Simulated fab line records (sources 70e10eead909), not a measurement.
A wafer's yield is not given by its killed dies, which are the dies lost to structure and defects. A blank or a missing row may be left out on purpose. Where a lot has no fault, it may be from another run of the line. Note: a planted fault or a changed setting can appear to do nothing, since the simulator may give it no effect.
fab line records -- flow nandHarc -- part 2 of 2: steps 28 to 39 of 39
[record] lots = 5, wafers = 15, lastDay = 30
route steps=1302 shown A_SOURCE_PLATE@423 A_ONON_D1@424 A_CHANNEL_HOLE_D1@450
lots untouched by any fault: they come from a run of this same line in which no faults occurred
startH: hours from the record's first day to the start of the lot's first wafer shown -- waitH: hours since the lot's step before -- " as in the row above -- L1.1+2: several wafers, shown together as one row -- - either no value or no given start -- * or withheld: withheld -- < > ~ a bound
route shown NAME@n: a module of which the file shows steps, and the number in the route of the first -- usual: mean and standard deviation over wafers with no fault -- same: alike in all rows -- chamber/n: place in a boat -- sites: the reading at each site -- _std_site: the values' standard deviation -- _edge_site: mean of outer sites minus mean of inner sites -- radiusMm: for every site, how far away it sits from the centre of the wafer -- mask NAME#n: copy n -- behind: tool/chamber where the wafer was last shaped -- hold: cause of the lot's hold/its duration in hours/its outcome -- device: transistor that didn't switch, given as n, p or np -- end of line: the same wafers' tests at the end of the route -- a step with no rows: only its recipe -- killed: dies that structure and defects cost at the first sort, which is not the same as the wafer's yield -- map: dies across one wafer; x = killed, . = not, _ = none there
set.NAME: the setting as run; set.NAME@STEP: as run at that earlier step -- model.NAME: the simulator's own value behind a step, which no gauge read
lots seen at some steps along the route; tables by step, rows by wafer
services: the hour from which a tool's chamber was out of use, counted from the record's first day as startH (under 0 if before that day), plus the number of hours and why
[[steps]]
[step NHARC_A_CHANNEL_HOLE_D1_DEHYDRATE_02]
[recipe] tempC = 150, timeS = 120
[usual] plateTempC = 149.99/0.15
lot.wafer,tool,chamber,startH,waitH,plateTempC
L074.1,lithoTrack-04,0,191.99,0.2,149.98
L074.2,lithoTrack-04,0,191.99,0.2,150.07
L074.6,lithoTrack-04,0,191.99,0.2,150.28
L078.3,lithoTrack-01,0,215.64,0.2,149.94
L078.5,lithoTrack-01,0,215.64,0.2,150.20
L078.6,lithoTrack-01,0,215.64,0.2,149.87
L081.3,lithoTrack-06,0,262.74,0.2,150.02
L081.5,lithoTrack-06,0,262.74,0.2,150.04
L081.6,lithoTrack-06,0,262.74,0.2,149.90
L089.1,lithoTrack-01,0,322.74,0.2,150.02
L089.4,lithoTrack-01,0,322.74,0.2,149.90
L089.5,lithoTrack-01,0,322.74,0.2,149.84
L090.2,lithoTrack-01,0,338.39,0.2,150.13
L090.4,lithoTrack-01,0,338.39,0.2,150.02
L090.5,lithoTrack-01,0,338.39,0.2,150.05
[step NHARC_A_CHANNEL_HOLE_D1_HMDS_03]
[recipe] timeS = 30
lot.wafer,tool,chamber,startH,waitH
L074.1+2+6,lithoTrack-04,0,-,-
L078.3+5+6,lithoTrack-01,0,-,-
L081.3+5+6,lithoTrack-06,0,-,-
L089.1+4+5,lithoTrack-01,0,-,-
L090.2+4+5,lithoTrack-01,0,-,-
[step NHARC_A_CHANNEL_HOLE_D1_COAT_36]
[recipe] tempC = 260, timeS = 75
[usual] plateTempC = 260.03/0.19
lot.wafer,tool,chamber,startH,waitH,plateTempC
L074.1,lithoTrack-04,0,-,-,259.99
L074.2,lithoTrack-04,0,-,-,259.77
L074.6,lithoTrack-04,0,-,-,260.09
L078.3,lithoTrack-01,0,-,-,260.07
L078.5,lithoTrack-01,0,-,-,260.20
L078.6,lithoTrack-01,0,-,-,260.17
L081.3,lithoTrack-06,0,-,-,259.99
L081.5,lithoTrack-06,0,-,-,259.84
L081.6,lithoTrack-06,0,-,-,259.97
L089.1,lithoTrack-01,0,-,-,260.03
L089.4,lithoTrack-01,0,-,-,259.79
L089.5,lithoTrack-01,0,-,-,259.78
L090.2,lithoTrack-01,0,-,-,260.30
L090.4,lithoTrack-01,0,-,-,259.73
L090.5,lithoTrack-01,0,-,-,259.93
[step NHARC_A_CHANNEL_HOLE_D1_COAT_37]
[recipe] tempC = 225, timeS = 65
[usual] plateTempC = 225.01/0.17
lot.wafer,tool,chamber,startH,waitH,plateTempC
L074.1,lithoTrack-04,0,-,-,224.80
L074.2,lithoTrack-04,0,-,-,225.08
L074.6,lithoTrack-04,0,-,-,225.05
L078.3,lithoTrack-01,0,-,-,224.89
L078.5,lithoTrack-01,0,-,-,225.25
L078.6,lithoTrack-01,0,-,-,225.16
L081.3,lithoTrack-06,0,-,-,225.02
L081.5,lithoTrack-06,0,-,-,224.71
L081.6,lithoTrack-06,0,-,-,225.08
L089.1,lithoTrack-01,0,-,-,225.06
L089.4,lithoTrack-01,0,-,-,225.02
L089.5,lithoTrack-01,0,-,-,225.00
L090.2,lithoTrack-01,0,-,-,225.21
L090.4,lithoTrack-01,0,-,-,225.15
L090.5,lithoTrack-01,0,-,-,224.99
[step NHARC_A_CHANNEL_HOLE_D1_COAT_04]
[recipe] spinRpm = 1500, resistThkNm = 90
[usual] dispensePressureKPa = 53/3.4
lot.wafer,tool,chamber,startH,waitH,dispensePressureKPa
L074.1,lithoTrack-04,0,-,-,49
L074.2,lithoTrack-04,0,-,-,49
L074.6,lithoTrack-04,0,-,-,49
L078.3,lithoTrack-01,0,-,-,55
L078.5,lithoTrack-01,0,-,-,55
L078.6,lithoTrack-01,0,-,-,55
L081.3,lithoTrack-06,0,-,-,56
L081.5,lithoTrack-06,0,-,-,56
L081.6,lithoTrack-06,0,-,-,56
L089.1,lithoTrack-01,0,-,-,55
L089.4,lithoTrack-01,0,-,-,55
L089.5,lithoTrack-01,0,-,-,55
L090.2,lithoTrack-01,0,-,-,55
L090.4,lithoTrack-01,0,-,-,55
L090.5,lithoTrack-01,0,-,-,55
[step NHARC_A_CHANNEL_HOLE_D1_SOFTBAKE_05]
[recipe] tempC = 105, timeS = 55
[usual] plateTempC = 105.02/0.13
lot.wafer,tool,chamber,startH,waitH,plateTempC
L074.1,lithoTrack-04,0,-,-,105.13
L074.2,lithoTrack-04,0,-,-,105.18
L074.6,lithoTrack-04,0,-,-,105.21
L078.3,lithoTrack-01,0,-,-,105.11
L078.5,lithoTrack-01,0,-,-,104.93
L078.6,lithoTrack-01,0,-,-,105.01
L081.3,lithoTrack-06,0,-,-,105.13
L081.5,lithoTrack-06,0,-,-,105.03
L081.6,lithoTrack-06,0,-,-,105.08
L089.1,lithoTrack-01,0,-,-,105.24
L089.4,lithoTrack-01,0,-,-,105.16
L089.5,lithoTrack-01,0,-,-,105.22
L090.2,lithoTrack-01,0,-,-,104.92
L090.4,lithoTrack-01,0,-,-,105.10
L090.5,lithoTrack-01,0,-,-,104.74
[step NHARC_A_CHANNEL_HOLE_D1_EBR_06]
lot.wafer,tool,chamber,startH,waitH
L074.1+2+6,lithoTrack-04,0,-,-
L078.3+5+6,lithoTrack-01,0,-,-
L081.3+5+6,lithoTrack-06,0,-,-
L089.1+4+5,lithoTrack-01,0,-,-
L090.2+4+5,lithoTrack-01,0,-,-
[step NHARC_A_CHANNEL_HOLE_D1_EXPOSE_07]
[recipe] na = 1.35, targetCdNm = 100, sigmaOuter = 0.3, doseMj = 59.65, maskId = HOLE_D1
lot.wafer,tool,chamber,startH,waitH,mask
L074.1+2+6,arfiScanner-03,0,192.30,-,HOLE_D1#0
L078.3+5+6,arfiScanner-02,0,215.83,-,HOLE_D1#0
L081.3+5+6,arfiScanner-01,0,263.06,-,HOLE_D1#0
L089.1+4+5,arfiScanner-03,0,322.93,-,HOLE_D1#0
L090.2+4+5,arfiScanner-03,0,338.70,-,HOLE_D1#0
[step NHARC_A_CHANNEL_HOLE_D1_PEB_08]
[recipe] pebTempC = 100, pebTimeS = 65
[usual] plateTempC = 100.00/0.12
lot.wafer,tool,chamber,startH,waitH,plateTempC
L074.1,lithoTrack-06,0,192.36,0.1,99.97
L074.2,lithoTrack-06,0,192.36,0.1,99.94
L074.6,lithoTrack-06,0,192.36,0.1,99.90
L078.3,lithoTrack-04,0,215.89,0.0,100.12
L078.5,lithoTrack-04,0,215.89,0.0,99.91
L078.6,lithoTrack-04,0,215.89,0.0,99.84
L081.3,lithoTrack-01,0,263.11,0.0,99.91
L081.5,lithoTrack-01,0,263.11,0.0,100.14
L081.6,lithoTrack-01,0,263.11,0.0,100.24
L089.1,lithoTrack-01,0,322.99,0.1,100.25
L089.4,lithoTrack-01,0,322.99,0.1,100.22
L089.5,lithoTrack-01,0,322.99,0.1,99.93
L090.2,lithoTrack-04,0,338.76,0.1,100.07
L090.4,lithoTrack-04,0,338.76,0.1,99.95
L090.5,lithoTrack-04,0,338.76,0.1,100.10
[step NHARC_A_CHANNEL_HOLE_D1_DEVELOP_09]
[recipe] developTimeS = 35, devTempC = 23
lot.wafer,tool,chamber,startH,waitH
L074.1+2+6,lithoTrack-06,0,-,-
L078.3+5+6,lithoTrack-04,0,-,-
L081.3+5+6,lithoTrack-01,0,-,-
L089.1+4+5,lithoTrack-01,0,-,-
L090.2+4+5,lithoTrack-04,0,-,-
[step NHARC_A_CHANNEL_HOLE_D1_CD_MEAS_10]
[recipe] targetCdNm = 100, landingEnergyEv = 500
[usual] cdNm = 100.0/0.65
[same] landingEnergyEv = 500
lot.wafer,tool,chamber,startH,waitH,cdNm
L074.1,cdSem-02,0,192.44,-,100.5
L074.2,cdSem-02,0,192.44,-,100.0
L074.6,cdSem-02,0,192.44,-,99.4
L078.3,cdSem-01,0,215.97,-,99.3
L078.5,cdSem-01,0,215.97,-,99.6
L078.6,cdSem-01,0,215.97,-,98.8
L081.3,cdSem-02,0,263.19,-,100.2
L081.5,cdSem-02,0,263.19,-,101.3
L081.6,cdSem-02,0,263.19,-,100.1
L089.1,cdSem-02,0,323.07,-,100.1
L089.4,cdSem-02,0,323.07,-,99.7
L089.5,cdSem-02,0,323.07,-,100.1
L090.2,cdSem-03,0,338.84,-,99.2
L090.4,cdSem-03,0,338.84,-,99.5
L090.5,cdSem-03,0,338.84,-,99.9
[step NHARC_A_CHANNEL_HOLE_D1_OVL_MEAS_11]
[usual] overlayXNm = 0.2/0.76, overlayYNm = -0.2/0.74
lot.wafer,tool,chamber,startH,waitH,overlayXNm,overlayYNm
L074.1,overlay-01,-,192.53,-,-1.0,-1.0
L074.2,overlay-01,-,192.53,-,0.2,-1.1
L074.6,overlay-01,-,192.53,-,-0.5,-0.9
L078.3,overlay-01,-,216.05,-,0.3,-1.5
L078.5,overlay-01,-,216.05,-,0.0,-1.4
L078.6,overlay-01,-,216.05,-,-0.3,-0.8
L081.3,overlay-02,-,263.28,-,0.8,0.0
L081.5,overlay-02,-,263.28,-,0.2,0.2
L081.6,overlay-02,-,263.28,-,-0.2,0.4
L089.1,overlay-02,-,323.16,-,0.3,0.2
L089.4,overlay-02,-,323.16,-,0.5,0.5
L089.5,overlay-02,-,323.16,-,0.1,0.0
L090.2,overlay-02,-,338.92,-,0.6,-0.8
L090.4,overlay-02,-,338.92,-,0.6,-0.9
L090.5,overlay-02,-,338.92,-,0.6,-0.6
[[services]]
tool,chamber,startH,hours,kind
pecvd-03,2,152.25,3.7,repair
pecvd-02,0,153.19,15.1,repair
lithoTrack-01,-,155.00,7.0,pm
lithoTrack-06,-,179.00,7.0,pm
pecvdOnon-02,-,185.04,13.0,pm
pecvd-03,-,185.14,13.0,pm
aclDep-01,-,186.82,13.0,pm
arfiScanner-03,-,196.00,4.0,pm
lithoTrack-04,-,203.01,7.0,pm
furnace-01,-,208.27,26.0,pm
pecvd-02,-,227.22,13.0,pm
pecvdOnon-04,-,249.50,1.2,repair
pecvd-03,-,251.32,0.9,repair
pecvdOnon-01,-,267.05,3.5,repair
pecvd-04,-,269.12,13.0,pm
pecvdOnon-01,-,287.94,5.8,repair
furnace-03,-,299.83,26.0,pm
aclDep-03,-,300.85,13.0,pm
pecvd-03,0,315.61,6.5,repair
pecvdOnon-04,-,316.48,13.0,pm
arfiScanner-03,-,317.72,1.6,repair
furnace-01,-,324.08,3.3,repair
pecvd-04,1,328.17,2.1,repair
lithoTrack-01,-,330.00,7.0,pm
